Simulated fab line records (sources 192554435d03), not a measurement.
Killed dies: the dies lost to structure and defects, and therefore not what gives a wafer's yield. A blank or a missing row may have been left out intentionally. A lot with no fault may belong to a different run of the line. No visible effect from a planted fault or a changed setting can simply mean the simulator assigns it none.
Matching of chambers    flow n5Finfet    rieDiel-02 running N5_BEOL_M10_STRIP_67: 4 sister chambers
The step strips in CF4. 14 wafers are shown with their chamber, then 7 later ones without.

== WAFERS, EACH WITH ITS CHAMBER ==
wafer   chamber  showerheadPlenumPTorr (Torr)  drypumpMotorCurrentA (A)  throttleValvePct (%)
L078.1  3        1.78                          5.9                       13.92
L078.2  0        1.74                          5.0                       13.34
L078.3  1        1.75                          5.5                       13.13
L078.4  2        1.74                          6.2                       13.62
L078.5  0        1.74                          5.1                       13.33
L078.6  1        1.75                          5.5                       13.13
L080.3  0        1.74                          5.0                       13.37
L080.4  1        1.75                          5.5                       13.17
L080.5  2        1.74                          6.2                       13.64
L083.2  3        1.78                          6.0                       13.39
L083.5  0        1.74                          5.0                       13.37
L083.6  3        1.78                          6.0                       13.40
L089.1  1        1.75                          5.5                       13.20
L089.4  2        1.73                          6.3                       13.70

SIGNATURES (means of the wafers above)
reading                chamber 0  chamber 1  chamber 2  chamber 3  scatter within a chamber
showerheadPlenumPTorr  1.7400     1.7500     1.7367     1.7800     0.00258
drypumpMotorCurrentA   5.025      5.500      6.233      5.967      0.0456
throttleValvePct       13.3525    13.1575    13.6533    13.5700    0.139
Rule: a wafer lies at a distance from a chamber equal to the root of the sum of squares, over the readings, of (its reading less the chamber's mean, divided by the reading's scatter). The wafer belongs to the nearest chamber; if the next one is less than 2 further off, it can't be placed. How the scatter is found: for the shown wafers, subtract from each reading the mean of its chamber, square and add these, divide the total by (wafers less chambers), then take the root.

== WAFERS MISSING THEIR CHAMBER ==
wafer   showerheadPlenumPTorr (Torr)  drypumpMotorCurrentA (A)  throttleValvePct (%)
L089.5  1.74                          5.1                       13.38
L093.3  1.74                          5.5                       13.22
L093.4  1.73                          6.3                       13.71
L093.6  1.74                          5.5                       13.21
L096.2  1.77                          6.0                       13.45
L096.4  1.74                          5.5                       13.25
L096.6  1.77                          5.9                       13.44

== WHICH CHAMBER EACH ONE RAN IN ==
wafer   from the rows above  in truth
L089.5  0                    0
L093.3  1                    1
L093.4  2                    2
L093.6  1                    1
L096.2  3                    3
L096.4  1                    1
L096.6  3                    3
Correctly placed: 7 of 7. Left unplaced by these rows: 0. Wrongly placed: 0.
